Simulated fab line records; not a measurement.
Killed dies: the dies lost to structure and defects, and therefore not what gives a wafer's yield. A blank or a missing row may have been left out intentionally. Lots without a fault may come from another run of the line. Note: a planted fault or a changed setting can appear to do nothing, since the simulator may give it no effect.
Problem report, 8D (eight disciplines) form, completed by code | flow n5_finfet | the parts of the form that need people (team, actions taken, sign-off) are left out

## 1. THE PROBLEM
Wafers without a fault read 124.8 s, standard deviation 0.42; run_length_s at N5_BEOL_M1_CO_CAP_55 reads a mean of 75.3 s on 3 wafers belonging to 2 lots. That is -99 or more standard deviations from the usual mean.
The step: material Co, precursor CCTBA/H2, target thk 2 nm, time 102.1 s.
Earliest sighting: wafer L513.1 on cvd_co-02 at day 9 18:16. At this step, 30 wafers from 10 lots have a number in the record. By rule, "out" or "out of limits" means more than 4 standard deviations away from the usual mean. Any other wafer with a number is counted as sound.

## 2. WHAT THIS IS AND IS NOT
question                    | is                     | is not
which readings at this step | run_length_s           | heater_power_outer_w, heater_power_w
which lots                  | L513, L517             | L501, L503, L504, L507, L508, L511, L512, L524
which wafers of those lots  | L513.1, L513.4, L517.1 | L513.5, L517.5, L517.6
read on which tools         | cvd_co-02              | cvd_co-01
when                        | from day 9 18:16       | up to then (22 sound wafers); but 5 sound wafers of L517, L524 came after

## 3. THE SUSPECTS, EACH WITH WHAT RULES IT OUT
Counting: any tool at a process step up to the reading remains a suspect provided it ran every lot that is out. Sound lots after the first of them don't rule it out here, since some wafers of a struck lot are sound.
- cvd_co-02 at N5_BEOL_M1_CO_CAP_55 (material Co, precursor CCTBA/H2, target thk 2 nm, time 102.1 s): kept. It processed each lot that is out (first: L513, day 9 18:16); up to then, its last sound lot is L511 (day 9 01:14). On those wafers its own readings are out: run_length_s.
Remaining after the count: cvd_co-02 at N5_BEOL_M1_CO_CAP_55.

## 4. THE CAUSE (what the simulator had put in)
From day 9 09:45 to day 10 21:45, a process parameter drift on cvd_co-02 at N5_BEOL_M1_CO_CAP_55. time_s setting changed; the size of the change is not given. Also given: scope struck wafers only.
The count eliminated every tool but this one.

## 5. THE CHAIN OF EFFECTS, in route order
Each row: a reading where the mean over the struck wafers with a number is more than 3 standard deviations away from the usual. Only readings whose record carries a usual standard deviation are examined. hours: median over the lots of the time between each lot's start at the first step of this table that gives one and its start at this step. sigmas: the change, counted in usual standard deviations.
hours | step                 | reading      | usual   | on struck wafers | change | sigmas
0     | N5_BEOL_M1_CO_CAP_55 | run_length_s | 124.8 s | 75.3             | -49.5  | -99 or more
The process steps in it:
- N5_BEOL_M1_CO_CAP_55: material Co, precursor CCTBA/H2, target thk 2 nm, time 102.1 s.
Later steps that measure or inspect, where all struck wafers having a row at the step show a number for every such reading and not one has moved that far: N5_BEOL_M4_RC_MEAS_101.

## 6. WHAT WOULD HAVE CAUGHT IT SOONER
The fault began at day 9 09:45; the first out-of-limits reading in this record came at day 9 18:16, 9 hours later.
